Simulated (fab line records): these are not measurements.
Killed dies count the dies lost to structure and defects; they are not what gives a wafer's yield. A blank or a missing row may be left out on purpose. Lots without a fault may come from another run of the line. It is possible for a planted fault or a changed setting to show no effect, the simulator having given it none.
Which of the tools did it? | flow nand-harc | 6 lots with 18 wafers sampled at 5 steps, on a route of 1302 steps

## WHAT THE GAUGES SHOWED, per wafer
NHARC_END_SORT_01.
lot  | measured     | on        | killed-at-array
L690 | day 30 10:13 | prober-02 | 673 672 676

## EACH LOT AND THE TOOL THAT RAN IT (in order: tool; ch and the chambers of the sampled wafers; start)
lot  | NHARC_A_STAIRCASE_ETCH_25                     | NHARC_A_STAIRCASE_ETCH_188                    | NHARC_A_STAIRCASE_TRIM_198         | NHARC_A_STAIRCASE_ETCH_199
L681 | rie-diel-07 ch 0,2,3, day 18 12:11 or earlier | rie-diel-01 ch 0,1,2, day 18 12:11 or earlier | rie-diel-01 ch 0,1,2, day 18 12:11 | rie-diel-01 ch 0,1,3, no start
L688 | rie-diel-01 ch 1,2,3, day 20 11:02 or earlier | rie-diel-04 ch 1,2,3, day 20 11:02 or earlier | rie-diel-07 ch 0,1,3, day 20 11:02 | rie-diel-07 ch 0,1, no start
L686 | rie-diel-04 ch 0,1,2, day 20 16:07 or earlier | rie-diel-07 ch 0,1,3, day 20 16:07 or earlier | rie-diel-04 ch 1,3, day 20 16:07   | rie-diel-04 ch 0,3, no start
L690 | rie-diel-01 ch 0,3, day 21 21:40 or earlier   | rie-diel-04 ch 1,2,3, day 21 21:40 or earlier | rie-diel-07 ch 0,2,3, day 21 21:40 | rie-diel-07 ch 0,3, day 30 10:13 or earlier
L692 | rie-diel-01 ch 1,2,3, day 22 12:43 or earlier | rie-diel-01 ch 0,1,3, day 22 12:43 or earlier | rie-diel-04 ch 0,1, day 22 12:43   | rie-diel-04 ch 0,1, no start
L699 | rie-diel-04 ch 1,3, day 25 09:24 or earlier   | rie-diel-01 ch 1,3, day 25 09:24 or earlier   | rie-diel-04 ch 1,2, day 25 09:24   | rie-diel-04 ch 0,1, no start
- NHARC_A_STAIRCASE_ETCH_25: etches the open film in C4F8/O2, target depth 100 nm, time 40.5 s.
- NHARC_A_STAIRCASE_ETCH_188: etches the open film in C4F8/O2, target depth 100 nm, time 40.5 s.
- NHARC_A_STAIRCASE_TRIM_198: chemistry O2, time 211.2 s.
- NHARC_A_STAIRCASE_ETCH_199: etches the open film in C4F8/O2, target depth 100 nm, time 40.5 s.

## THE ANSWER, worked out from the rows above alone
Rule: the usual values come from the lots themselves. Put in order of their means at a reading, lots are off if they are a third of the lots or fewer, leave a main group of 4 or more, and stand apart from it by a gap of 3 or more times the standard deviation of the main group's means; of several such gaps the widest counts. The tables above print the reading to a certain number of digits; a main group whose means all agree to those digits is not used. Also off: a lot with no number at a reading for which 4 or more lots have one. Any other lot the step has rows for is counted as sound.
No lot is off on any of the readings shown, so nothing can be concluded from this.

## WHAT HAD BEEN PUT IN BY THE SIMULATOR
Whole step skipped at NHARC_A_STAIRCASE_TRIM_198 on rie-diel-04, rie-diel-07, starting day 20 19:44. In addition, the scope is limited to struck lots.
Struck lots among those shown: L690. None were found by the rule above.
